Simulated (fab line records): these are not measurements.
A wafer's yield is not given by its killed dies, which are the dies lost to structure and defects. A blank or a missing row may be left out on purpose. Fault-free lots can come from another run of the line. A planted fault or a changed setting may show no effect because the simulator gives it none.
Problem report, 8D (eight disciplines) form, completed by code :: flow n5Finfet :: the parts of the form that need people (team, actions taken, sign-off) are left out

== 1. PROBLEM STATEMENT ==
spinSpeedRpm at N5_BEOL_M2_COAT_68 reads a mean of 1454.5 rpm on 6 wafers of 2 lots; wafers without a fault read 1499.9 rpm with a standard deviation of 1. Relative to the usual mean, that is a shift of -45 standard deviations.
The step: time 60 s, resist thk 12 nm.
First observed at day 7 12:51: wafer L870.1, on lithoTrack-01. Wafers with a number at this step in the record: 12, from 4 lots. Rule for "out" (also "out of limits"): further than 4 standard deviations from the usual mean. Any other wafer with a number is counted as sound.

== 2. WHAT IT IS; WHAT IT IS NOT ==
question: which readings at this step
is: spinSpeedRpm
is not: -

question: which lots
is: L870, L871
is not: L880, L884

question: which wafers of those lots
is: all that have a number
is not: -

question: read on which tools
is: lithoTrack-01
is not: lithoTrack-05

question: when
is: from day 7 12:51
is not: up to then (0 sound wafers); but 6 sound wafers of L880, L884 came after

== 3. WHAT RULES OUT EACH SUSPECT ==
Counting: a tool at a process step up to the reading stays a suspect if it ran every lot that is out and no sound lot after the first of them.
- lithoTrack-01 at N5_BEOL_M2_COAT_68 (time 60 s, resist thk 12 nm): ruled out as a lasting fault. Sound lots L880 ran on it after its first lot that is out, L870 (day 7 12:51).
Left after counting: nothing in the record.

== 4. THE CAUSE (what the simulator had put in) ==
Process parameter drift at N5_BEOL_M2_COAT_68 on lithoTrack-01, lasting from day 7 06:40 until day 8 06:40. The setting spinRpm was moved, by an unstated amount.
Counting ruled it out, wrongly.

== 5. THE CHAIN OF EFFECTS, in route order ==
Each row: a reading whose mean over the struck wafers that have a number lies more than 3 standard deviations from the usual. Only readings for which the record gives a usual standard deviation are gone through. hours: the time from each lot's start at the first step in this table that gives one to its start at this step, as a median over the lots. sigmas: the change in usual standard deviations.
hours: 0
step: N5_BEOL_M2_COAT_68
reading: spinSpeedRpm
usual: 1499.9 rpm
on struck wafers: 1454.5
change: -45.4
sigmas: -45
The process steps in it:
- N5_BEOL_M2_COAT_68: time 60 s, resist thk 12 nm.
At these later measuring or inspecting steps, every struck wafer for which the step has a row has a number for every such reading, and none has moved that far: N5_BEOL_M4_RC_MEAS_101.

== 6. WHAT WOULD HAVE CAUGHT IT SOONER ==
First out-of-limits reading in this record: day 7 12:51, which is 6 hours after fault onset at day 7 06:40.
